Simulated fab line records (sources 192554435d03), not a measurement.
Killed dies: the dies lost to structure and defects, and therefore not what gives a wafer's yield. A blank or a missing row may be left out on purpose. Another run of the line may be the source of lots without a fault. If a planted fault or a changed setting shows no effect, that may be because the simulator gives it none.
Matching of chambers    flow n5-finfet    N5_BEOL_M0_ETCH_128 on rie-diel-01: 4 sister chambers
The step etches SiCN in CF4/N2, target depth 12 nm, overetch 5.1 nm, time 21.4 s. 4 wafers are shown with their chamber, then 8 later ones without.

WAFERS WITH THEIR CHAMBER
wafer   chamber  drypump-motor-current-A (A)
L079.2  1        5.9
L079.5  2        6.1
L081.5  0        5.3
L084.2  3        5.7

WAFERS WITHOUT THEIR CHAMBER
wafer   drypump-motor-current-A (A)
L084.3  5.9
L084.4  5.2
L094.1  5.3
L094.2  6.1
L094.3  5.7
L097.1  6.1
L097.3  5.9
L097.6  5.3

WHICH CHAMBER EACH ONE RAN IN
wafer   from the rows above  in truth
L084.3  1                    1
L084.4  0                    0
L094.1  0                    0
L094.2  2                    2
L094.3  3                    3
L097.1  2                    2
L097.3  1                    1
L097.6  0                    0
8 of 8 placed correctly. From these rows, 0 cannot be placed. 0 placed wrongly.
How it was worked out, from the rows above alone: a wafer's distance from a chamber is the root of the sum, over the readings, of the square of ((its reading less the chamber's mean) divided by the reading's scatter). If the next closest chamber is less than 2 further off than the closest, the wafer can't be placed; otherwise it belongs to the closest. The mean given for a chamber averages the wafers shown for that chamber. The scatter: root of mean squared gap, hidden wafer to nearest shown wafer, with one shown wafer a chamber.
